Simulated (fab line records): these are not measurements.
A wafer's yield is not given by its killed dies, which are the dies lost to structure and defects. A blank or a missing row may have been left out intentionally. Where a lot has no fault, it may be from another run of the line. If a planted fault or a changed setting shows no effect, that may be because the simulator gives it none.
Lot-split experiment || flow n5-finfet || route with 1938 steps; 7 lots, 21 wafers read

== ON THE SPLIT ==
At N5_BEOL_M15_EXPOSE_07 (exposes mask V14), the setting dose-mj was moved away from the recipe's 41.25 on 5 of the 21 wafers read, by -3.6% to +7.0%. The other wafers ran this setting at the recipe's value.

== FROM THE SPLIT TO THE READING: what the file shows between them, 3 steps ==
- N5_BEOL_M15_PEB_08: peb time 90 s
- N5_BEOL_M15_DEVELOP_09: develop time 45 s
- N5_BEOL_M15_HARDBAKE_14: time 120 s

== THE READING ==
Shown in nm: cd-nm at N5_BEOL_M15_CD_MEAS_10, with target cd 360 nm. Typical for fault-free wafers on this fab line: 361.1 nm, with standard deviation 1.9 nm.

{"wafer": "L074.2", "tool, chamber at the split": "krf-scanner-01, 0", "dose-mj as run": 41.25, "against the recipe": "recipe", "cd-nm, nm": 361.6, "against lot-mates on the recipe": "-"}
{"wafer": "L074.4", "tool, chamber at the split": "krf-scanner-01, 0", "dose-mj as run": 39.75, "against the recipe": "-3.6%", "cd-nm, nm": 354.2, "against lot-mates on the recipe": -6.7}
{"wafer": "L074.6", "tool, chamber at the split": "krf-scanner-01, 0", "dose-mj as run": 41.25, "against the recipe": "recipe", "cd-nm, nm": 360.2, "against lot-mates on the recipe": "-"}
{"wafer": "L075.2", "tool, chamber at the split": "krf-scanner-02, 0", "dose-mj as run": 41.25, "against the recipe": "recipe", "cd-nm, nm": 362.6, "against lot-mates on the recipe": "-"}
{"wafer": "L075.4", "tool, chamber at the split": "krf-scanner-02, 0", "dose-mj as run": 41.25, "against the recipe": "recipe", "cd-nm, nm": 361.5, "against lot-mates on the recipe": "-"}
{"wafer": "L075.6", "tool, chamber at the split": "krf-scanner-02, 0", "dose-mj as run": 41.25, "against the recipe": "recipe", "cd-nm, nm": 360.5, "against lot-mates on the recipe": "-"}
{"wafer": "L082.3", "tool, chamber at the split": "krf-scanner-01, 0", "dose-mj as run": 41.25, "against the recipe": "recipe", "cd-nm, nm": 361.7, "against lot-mates on the recipe": "-"}
{"wafer": "L082.4", "tool, chamber at the split": "krf-scanner-01, 0", "dose-mj as run": 42.05, "against the recipe": "+1.9%", "cd-nm, nm": 365.0, "against lot-mates on the recipe": "+4.8"}
{"wafer": "L082.6", "tool, chamber at the split": "krf-scanner-01, 0", "dose-mj as run": 41.25, "against the recipe": "recipe", "cd-nm, nm": 358.7, "against lot-mates on the recipe": "-"}
{"wafer": "L084.3", "tool, chamber at the split": "krf-scanner-01, 0", "dose-mj as run": 41.25, "against the recipe": "recipe", "cd-nm, nm": 364.7, "against lot-mates on the recipe": "-"}
{"wafer": "L084.4", "tool, chamber at the split": "krf-scanner-01, 0", "dose-mj as run": 41.25, "against the recipe": "recipe", "cd-nm, nm": 365.3, "against lot-mates on the recipe": "-"}
{"wafer": "L084.6", "tool, chamber at the split": "krf-scanner-01, 0", "dose-mj as run": 41.25, "against the recipe": "recipe", "cd-nm, nm": 365.6, "against lot-mates on the recipe": "-"}
{"wafer": "L086.1", "tool, chamber at the split": "krf-scanner-01, 0", "dose-mj as run": 41.25, "against the recipe": "recipe", "cd-nm, nm": 363.1, "against lot-mates on the recipe": "-"}
{"wafer": "L086.2", "tool, chamber at the split": "krf-scanner-01, 0", "dose-mj as run": 41.25, "against the recipe": "recipe", "cd-nm, nm": 359.5, "against lot-mates on the recipe": "-"}
{"wafer": "L086.6", "tool, chamber at the split": "krf-scanner-01, 0", "dose-mj as run": 41.25, "against the recipe": "recipe", "cd-nm, nm": 362.9, "against lot-mates on the recipe": "-"}
{"wafer": "L095.1", "tool, chamber at the split": "krf-scanner-02, 0", "dose-mj as run": 44.15, "against the recipe": "+7.0%", "cd-nm, nm": 371.6, "against lot-mates on the recipe": "+8.1"}
{"wafer": "L095.4", "tool, chamber at the split": "krf-scanner-02, 0", "dose-mj as run": 44.15, "against the recipe": "+7.0%", "cd-nm, nm": 372.4, "against lot-mates on the recipe": "+8.9"}
{"wafer": "L095.6", "tool, chamber at the split": "krf-scanner-02, 0", "dose-mj as run": 41.25, "against the recipe": "recipe", "cd-nm, nm": 363.5, "against lot-mates on the recipe": "-"}
{"wafer": "L093.1", "tool, chamber at the split": "krf-scanner-02, 0", "dose-mj as run": 44.02, "against the recipe": "+6.7%", "cd-nm, nm": 371.1, "against lot-mates on the recipe": "+12.2"}
{"wafer": "L093.2", "tool, chamber at the split": "krf-scanner-02, 0", "dose-mj as run": 41.25, "against the recipe": "recipe", "cd-nm, nm": 357.6, "against lot-mates on the recipe": "-"}
{"wafer": "L093.4", "tool, chamber at the split": "krf-scanner-02, 0", "dose-mj as run": 41.25, "against the recipe": "recipe", "cd-nm, nm": 360.1, "against lot-mates on the recipe": "-"}

FIT RESULTS
A straight line over all 21 wafers: cd-nm changes by +1.51 nm for each +1% of dose-mj; r = +0.89; the points scatter about the line by 2.1 nm.
The same after taking each lot's own level away (the mean of its wafers on the recipe; 21 wafers): +1.47 nm for each +1%; r = +0.94; scatter 1.4 nm.
According to that fit, moving dose-mj by its largest amount changes the reading by 10 nm.
From 358.85 to 365.20 nm: that is the span of the lots' own levels, equal to 3.3 times the standard deviation above.
Consequently the slope shifts little with the lot-to-lot level, the two slopes agreeing.
Check: +11.3 nm against its lot-mates is what the line predicts for one of the wafers moved furthest among these (+7.0%) when that wafer is left out of the fit. Against them it came out at +8.1 nm.

== FILE'S OWN FIT ==
cd-nm changes by +1.57 nm for each +1% of dose-mj, r = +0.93.
